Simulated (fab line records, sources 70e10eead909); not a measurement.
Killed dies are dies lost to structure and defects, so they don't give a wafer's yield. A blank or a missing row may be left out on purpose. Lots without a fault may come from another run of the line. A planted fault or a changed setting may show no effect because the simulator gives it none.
Which tool did it? | flow nand_harc | 13 lots, 39 wafers sampled, at 5 steps of a route of 1159

WHAT THE GAUGES READ, wafer by wafer
NHARC_A_WL_FILL_INSPECT_15. Usual: raw_defect_count 383, standard deviation 110.
lot  | measured     | on                | raw_defect_count | flag
L419 | day 16 08:08 | defect_inspect-02 | 524 492 738      |
L418 | day 16 05:10 | defect_inspect-01 | 309 216 589      |
L421 | day 16 12:41 | defect_inspect-02 | 376 411 220      |
L420 | day 16 18:23 | defect_inspect-02 | 493 319 325      |
L422 | day 16 20:46 | defect_inspect-01 | 350 528 372      |
L425 | day 17 12:29 | defect_inspect-02 | 264 262 442      |
L426 | day 18 15:09 | defect_inspect-01 | 334 381 485      |
L437 | day 20 16:50 | defect_inspect-01 | 440 334 318      |
L438 | day 20 19:06 | defect_inspect-02 | 412 345 268      |
L436 | day 21 11:55 | defect_inspect-01 | 371 411 348      |
L439 | day 21 16:10 | defect_inspect-02 | 505 451 553      |
L440 | day 21 12:34 | defect_inspect-02 | 335 405 300      |
L441 | day 22 03:04 | defect_inspect-02 | 409 706 360      |

NHARC_END_SORT_01. Usual: killed_at_array 25, standard deviation 9.2; killed_at_other 0.9, standard deviation 1.3; killed_at_periphery 3.3, standard deviation 2.3; killed_dies 29, standard deviation 9.6; killed_open 3.2, standard deviation 1.8; killed_short 2, standard deviation 1.4.
lot  | measured     | on        | killed_at_array | killed_at_other | killed_at_periphery | killed_dies | killed_open | killed_short | flag
L419 | day 19 11:17 | prober-01 | 39 27 25        | 0 0 1           | 3 0 0               | 42 27 26    | 5 1 2       | 5 2 1        |
L418 | day 19 03:37 | prober-02 | 19 17 12        | 0 3 0           | 3 7 9               | 22 27 21    | 0 2 1       | 5 3 1        |
L421 | day 19 23:46 | prober-02 | 18 15 18        | 0 0 0           | 3 1 5               | 21 16 23    | 1 0 3       | 2 0 3        |
L420 | day 20 03:02 | prober-01 | 31 22 30        | 0 1 0           | 3 8 4               | 34 31 34    | 2 6 3       | 4 1 2        |
L422 | day 19 19:08 | prober-01 | 22 25 27        | 3 1 1           | 5 1 5               | 30 27 33    | 2 1 6       | 5 2 4        |
L425 | day 20 15:04 | prober-02 | 33 38 37        | 0 0 0           | 1 0 1               | 34 38 38    | 4 3 6       | 1 1 1        |
L426 | day 21 17:50 | prober-01 | 23 24 21        | 1 0 0           | 5 7 1               | 29 31 22    | 4 6 3       | 3 2 1        |
L437 | day 24 08:17 | prober-01 | 12 12 14        | 0 0 2           | 1 3 3               | 13 15 19    | 2 6 3       | 2 2 4        |
L438 | day 24 00:30 | prober-02 | 30 25 27        | 0 1 1           | 0 1 2               | 30 27 30    | 2 4 2       | 0 4 4        |
L436 | day 24 16:02 | prober-02 | 29 31 37        | 1 0 0           | 3 4 6               | 33 35 43    | 3 4 3       | 2 1 0        |
L439 | day 24 23:00 | prober-02 | 39 43 38        | 0 1 1           | 5 6 3               | 44 50 42    | 2 4 1       | 1 1 0        |
L440 | day 24 17:45 | prober-01 | 17 16 15        | 2 1 2           | 6 7 3               | 25 24 20    | 6 3 2       | 2 1 3        |
L441 | day 25 14:29 | prober-02 | 23 20 19        | 0 0 1           | 1 2 3               | 24 22 23    | 0 2 3       | 3 4 0        |

WHICH TOOL RAN EACH LOT (tool, then ch and the chambers of the sampled wafers, then the start)
lot  | NHARC_A_WL_FILL_RTA_01           | NHARC_A_WL_FILL_CMP_12        | NHARC_A_CONTACT_DEP_29
L419 | rtp_anneal-01 ch 0, day 15 02:41 | cmp-03 ch 0,1,2, day 16 07:39 | pecvd-01 ch 1,2, day 16 13:56
L418 | rtp_anneal-01 ch 0, day 15 02:53 | cmp-02 ch 1,2,3, day 16 04:42 | pecvd-01 ch 1,2, day 16 08:13
L421 | rtp_anneal-01 ch 0, day 15 11:17 | cmp-03 ch 0,2,3, day 16 12:13 | pecvd-03 ch 0,2, day 16 16:17
L420 | rtp_anneal-02 ch 0, day 15 11:44 | cmp-04 ch 0,3, day 16 17:54   | pecvd-01 ch 0,2, day 16 21:40
L422 | rtp_anneal-01 ch 0, day 15 16:13 | cmp-02 ch 0,1,2, day 16 20:20 | pecvd-02 ch 1,2, day 16 23:58
L425 | rtp_anneal-01 ch 0, day 16 09:44 | cmp-02 ch 0,2,3, day 17 12:01 | pecvd-01 ch 0,2, day 17 18:14
L426 | rtp_anneal-01 ch 0, day 17 08:35 | cmp-03 ch 0,2,3, day 18 14:43 | pecvd-03 ch 0,2, day 18 18:59
L437 | rtp_anneal-01 ch 0, day 19 04:49 | cmp-04 ch 1,2,3, day 20 16:24 | pecvd-02 ch 0,1,2, day 20 19:46
L438 | rtp_anneal-02 ch 0, day 19 15:03 | cmp-04 ch 1,3, day 20 18:37   | pecvd-01 ch 1,2, day 20 22:01
L436 | rtp_anneal-01 ch 0, day 20 01:39 | cmp-02 ch 2,3, day 21 11:27   | pecvd-01 ch 0,2, day 21 15:46
L439 | rtp_anneal-01 ch 0, day 20 01:48 | cmp-04 ch 0,1,3, day 21 15:41 | pecvd-01 ch 0,2, day 21 19:06
L440 | rtp_anneal-02 ch 0, day 20 01:49 | cmp-04 ch 1,2, day 21 12:03   | pecvd-01 ch 0,1,2, day 21 16:31
L441 | rtp_anneal-02 ch 0, day 20 16:53 | cmp-04 ch 0,2,3, day 22 02:37 | pecvd-03 ch 1,2, day 22 05:59
- NHARC_A_WL_FILL_RTA_01: time 5 s.
- NHARC_A_WL_FILL_CMP_12: polishes, t overpolish 30 s, target thk 75 nm.
- NHARC_A_CONTACT_DEP_29: deposits SiON, target thk 70 nm.

WHAT THE TOOLS THEMSELVES READ (means of the sampled wafers that have a number; where no wafer has one, the mark that the record gives instead)
NHARC_A_WL_FILL_RTA_01. Usual: lamp_power_pct 28.88 %, standard deviation 0.17; wafer_temp_C_max 1005.3, standard deviation 1.5.
lot  | tool          | lamp_power_pct (%) | wafer_temp_C_max | flag
L419 | rtp_anneal-01 | 29.05              | 1004.1           |
L418 | rtp_anneal-01 | 29.04              | 1005.9           |
L421 | rtp_anneal-01 | 29.05              | 1003.1           |
L420 | rtp_anneal-02 | 28.71              | 1006.1           |
L422 | rtp_anneal-01 | 29.06              | 1004.1           |
L425 | rtp_anneal-01 | 28.99              | 1003.8           |
L426 | rtp_anneal-01 | 29.05              | 1004.6           |
L437 | rtp_anneal-01 | 28.98              | 1004.9           |
L438 | rtp_anneal-02 | 28.71              | 1006.0           |
L436 | rtp_anneal-01 | 29.04              | 1004.8           |
L439 | rtp_anneal-01 | 29.04              | 1004.2           |
L440 | rtp_anneal-02 | 28.70              | 1006.6           |
L441 | rtp_anneal-02 | 28.70              | 1005.2           |

NHARC_A_WL_FILL_CMP_12. Usual: motor_current_A 11.6 A, standard deviation 1.2; overpolish_run_s 30.000 s, standard deviation 0.0081; time_to_endpoint_s 15.8 s, standard deviation 2.1.
lot  | tool   | motor_current_A (A) | overpolish_run_s (s) | time_to_endpoint_s (s) | flag
L419 | cmp-03 | 11.0                | 30.002               | 14.2                   |
L418 | cmp-02 | 11.2                | 29.998               | 16.5                   |
L421 | cmp-03 | 11.2                | 30.003               | 14.8                   |
L420 | cmp-04 | 13.3                | 29.999               | 14.2                   |
L422 | cmp-02 | 11.8                | 29.998               | 16.2                   |
L425 | cmp-02 | 11.1                | 30.003               | 15.5                   |
L426 | cmp-03 | 10.9                | 29.995               | 10.1                   |
L437 | cmp-04 | 12.6                | 29.997               | 18.0                   |
L438 | cmp-04 | 11.9                | 29.996               | 18.0                   |
L436 | cmp-02 | 10.5                | 30.006               | 13.7                   |
L439 | cmp-04 | 12.8                | 30.002               | 15.7                   |
L440 | cmp-04 | 11.6                | 30.000               | 17.6                   |
L441 | cmp-04 | 13.4                | 29.999               | 13.7                   |

NHARC_A_CONTACT_DEP_29. Usual: heater_power_w 806 W, standard deviation 77.
lot  | tool     | heater_power_w (W) | flag
L419 | pecvd-01 | 834                |
L418 | pecvd-01 | 874                |
L421 | pecvd-03 | 777                |
L420 | pecvd-01 | 770                |
L422 | pecvd-02 | 779                |
L425 | pecvd-01 | 766                |
L426 | pecvd-03 | 775                |
L437 | pecvd-02 | 864                |
L438 | pecvd-01 | 788                |
L436 | pecvd-01 | 803                |
L439 | pecvd-01 | 749                |
L440 | pecvd-01 | 850                |
L441 | pecvd-03 | 832                |

THE ANSWER, worked out from the rows above alone
Rule: a lot is off if the mean of its wafers that have a number lies more than 3 standard deviations from the usual mean. A lot without any number at a reading at which 4 lots or more have one is off too. The other lots that the step has rows for count as sound. The gauges are gone through in route order, then the tools' own readings, and for those a lot's mean is taken as printed above. The first step at which some lot is off is used, and at that step the reading that is off furthest; a lot without a number counts as furthest.
No lot is off at any reading shown: from this, nothing can be told.

WHAT THE SIMULATOR HAD PUT IN
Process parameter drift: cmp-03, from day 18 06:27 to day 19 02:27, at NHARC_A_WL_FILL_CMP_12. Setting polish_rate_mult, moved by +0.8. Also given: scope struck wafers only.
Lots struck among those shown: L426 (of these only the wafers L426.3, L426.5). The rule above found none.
